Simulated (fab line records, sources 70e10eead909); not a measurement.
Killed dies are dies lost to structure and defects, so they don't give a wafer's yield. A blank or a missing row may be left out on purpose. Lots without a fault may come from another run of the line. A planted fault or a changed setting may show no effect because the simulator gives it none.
Chamber matching | flow nand_harc | NHARC_A_STAIRCASE_DEP_417 on pecvd-02: 3 sister chambers
The step deposits Si3N4, target thk 60 nm. 14 wafers are shown with their chamber, then 7 later ones without.

WAFERS WITH THEIR CHAMBER
wafer  | chamber | heater_power_w (W)
L079.1 | 1       | 742
L079.2 | 0       | 797
L079.3 | 2       | 901
L084.3 | 1       | 759
L084.5 | 1       | 774
L084.6 | 0       | 814
L086.2 | 1       | 812
L086.5 | 0       | 807
L086.6 | 1       | 764
L085.3 | 1       | 772
L085.4 | 1       | 756
L085.5 | 0       | 801
L087.3 | 2       | 862
L087.5 | 1       | 691

SIGNATURES (means of the wafers above)
reading        | chamber 0 | chamber 1 | chamber 2 | scatter within a chamber
heater_power_w | 804.75    | 758.75    | 881.50    | 28.7
Rule: a wafer's distance from a chamber is the root of the sum, over the readings, of the square of ((its reading less the chamber's mean) divided by the reading's scatter). The wafer belongs to the nearest chamber; if the next one is less than 2 further off, it can't be placed. The scatter: the root of (the sum of the squares of (reading less its chamber's mean) over the shown wafers, divided by (wafers less chambers)).

WAFERS WITHOUT THEIR CHAMBER
wafer  | heater_power_w (W)
L087.6 | 838
L090.2 | 742
L090.3 | 826
L090.6 | 761
L094.1 | 879
L094.2 | 751
L094.5 | 753

WHICH CHAMBER EACH WENT THROUGH
wafer  | from the rows above          | in truth
L087.6 | can't be placed: 0 or 2 or 1 | 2
L090.2 | can't be placed: 1 or 0      | 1
L090.3 | can't be placed: 0 or 2 or 1 | 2
L090.6 | can't be placed: 1 or 0      | 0
L094.1 | 2                            | 2
L094.2 | can't be placed: 1 or 0      | 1
L094.5 | can't be placed: 1 or 0      | 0
Placed correctly: 1 of 7. Can't be placed from these rows: 6 (the true chamber is among the candidates in 6). Placed wrongly: 0.
